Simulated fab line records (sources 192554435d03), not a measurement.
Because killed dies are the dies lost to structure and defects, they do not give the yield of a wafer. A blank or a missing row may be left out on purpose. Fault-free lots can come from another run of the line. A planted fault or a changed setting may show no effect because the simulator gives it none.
A lot that was struck, set against a sound lot :: flow n5 finfet :: 37 steps out of a route of 1938
Sound: these wafers, L658.1, L658.4, L658.6. Struck: wafer L662.6 (L662.2, L662.5, from the same lot, were not struck and are left out); the cause is given at the end.
Per side, at each step with rows, come the tool, then ch with its chambers, and then its first start. Under that, the readings that differ: sound wafers :: struck wafers :: difference of the means :: sigmas: that difference in standard deviations of wafers without a fault.
alike: readings with means less than 2 such deviations apart, plus words and numbers identical on both sides. not compared: withheld readings, readings lacking a value on some wafer, bounds such as >300 that could conceal the same value, and numbers that have no deviation in the record and whose values overlap.
The two part at a step that has a row with sigmas, a row that says differs or no value, or rows on one side only. When numbers do not overlap yet have no deviation, they are printed without sigmas and do not part them. A reading that every wafer of one side lacks parts them only if that side has two wafers or more.

first, 9 steps without rows for these wafers: N5_BEOL_M6_ALD_77 (deposits TaN, target thk 2 nm, pulse time 2 s, purge time 3 s); N5_BEOL_M6_SURFACE_TREAT_79; N5_BEOL_M6_CVD_78 (deposits Co from CCTBA/H2, target thk 2 nm, time 142.3 s); N5_BEOL_M6_SPUTTER_48 (material Cu, target thk 10 nm, time 1.667 s); N5_BEOL_M6_ECD_50 (material Cu, target thk 300 nm); N5_BEOL_M6_ANNEAL_51 (time 90 s); N5_BEOL_M6_CMP_52 (polishes, stops on SiCOH lowk, t overpolish 6.9 s, target thk 80 nm); N5_BEOL_M6_PRE_CLEAN_55 (time 15 s); N5_BEOL_M6_DEP_56 (deposits SiCN from 3MS/NH3, target thk 10 nm, time 17.5 s).
N5_BEOL_M7_ILD_DEP_00: deposits SiCOH lowk from DEMS/porogen, target thk 179.75 nm, time 33.4 s.
  sound on pecvd-03 ch 0,1,2, day 10 06:52; struck on pecvd-03 ch 0, day 11 13:37
reading: susceptor temp C (C)
sound: 300.16 299.57 300.10
struck: 295.59
difference: -4.35
sigmas: -22

reading: model.SiCOH_lowk_of_BEOL_M7_ILD_DEP_00.thk nm (nm)
sound: 176.2 180.4 177.8
struck: 187
difference: +9
sigmas: 
  alike: heater power w, showerhead plenum p Torr, throttle valve pct
then, 1 step without rows for these wafers: N5_BEOL_M7_CURE_74 (cures SiCOH lowk, time 240 s).
N5_BEOL_M7_THK_MEAS_01:
  sound: film metro-01 at day 10 07:26; struck: film metro-01 at day 11 14:11
reading: M7_ILD_THK (nm)
sound: 152.0 155.6 153.3
struck: 161.4
difference: +7.8
sigmas: +4
then, 23 steps without rows for these wafers: N5_BEOL_M7_PECVD_70 (deposits SiO2 from TEOS/O2, target thk 20 nm, time 22.7 s); N5_BEOL_M7_HM_DEP_02 (deposits TiN, target thk 20 nm); N5_BEOL_M7_COAT_59 (time 60 s, resist thk 100 nm); N5_BEOL_M7_COAT_60 (time 60 s, resist thk 35 nm); N5_BEOL_M7_COAT_05 (resist thk 90 nm); N5_BEOL_M7_EBR_07; N5_BEOL_M7_SOFTBAKE_06 (time 60 s); N5_BEOL_M7_EXPOSE_08 (exposes mask M7); N5_BEOL_M7_PEB_09 (peb time 60 s); N5_BEOL_M7_DEVELOP_10 (develop time 30 s); N5_BEOL_M7_DESCUM_16 (chemistry O2, time 7.9 s); N5_BEOL_M7_ETCH_61 (etches SiARC in CF4, target depth 45.5 nm, time 75.8 s); N5_BEOL_M7_ETCH_62 (etches SOC in N2/H2, target depth 110 nm, overetch 22 nm, time 165 s); N5_BEOL_M7_STRIP_68 (strips in N2/H2); N5_BEOL_M7_STRIP_67 (strips in CF4); N5_BEOL_M7_HM_OPEN_17 (chemistry Cl2/BCl3, target TiN, target depth 20 nm, overetch 6 nm); N5_BEOL_M7_STRIP_19 (strips in O2); N5_BEOL_M7_COAT_63 (time 60 s, resist thk 60 nm); N5_BEOL_M7_COAT_64 (time 60 s, resist thk 12 nm); N5_BEOL_M7_COAT_71 (time 60 s, resist thk 5 nm); N5_BEOL_M7_COAT_22 (resist thk 30 nm); N5_BEOL_M7_EBR_24; N5_BEOL_M7_SOFTBAKE_23 (time 60 s).
N5_BEOL_M7_CMP_52: polishes, stops on SiCOH lowk, t overpolish 6.9 s, target thk 80 nm.
  sound on cmp-04 ch 1,3, day 10 16:03; struck on cmp-02 ch 0, day 11 23:44
reading: model.SiCOH_lowk_of_BEOL_M7_ILD_DEP_00.thk nm (nm)
sound: 149 152.6 150.2
struck: 158.4
difference: +7.8
sigmas: 
  alike: barrier field endpoint s, motor current A, overpolish run s, time to endpoint s
  not compared: pad life wafers
-- here the record skips 3 days between the struck wafers' starts before and after, leaving off in module BEOL_M7 and picking up in module PASSIVATION (first step shown: number 1936 of the route) --
N5_PASSIVATION_PROBE_49:
  record: rows for the struck wafers here (prober-01, day 15 02:23), none for the sound ones

== WHERE THEY PART ==
Last at N5_PASSIVATION_PROBE_49 as far as this record goes, first at N5_BEOL_M7_ILD_DEP_00.

WHY: what the simulator had put in
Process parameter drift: pecvd-03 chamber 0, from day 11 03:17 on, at N5_BEOL_M7_ILD_DEP_00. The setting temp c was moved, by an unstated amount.
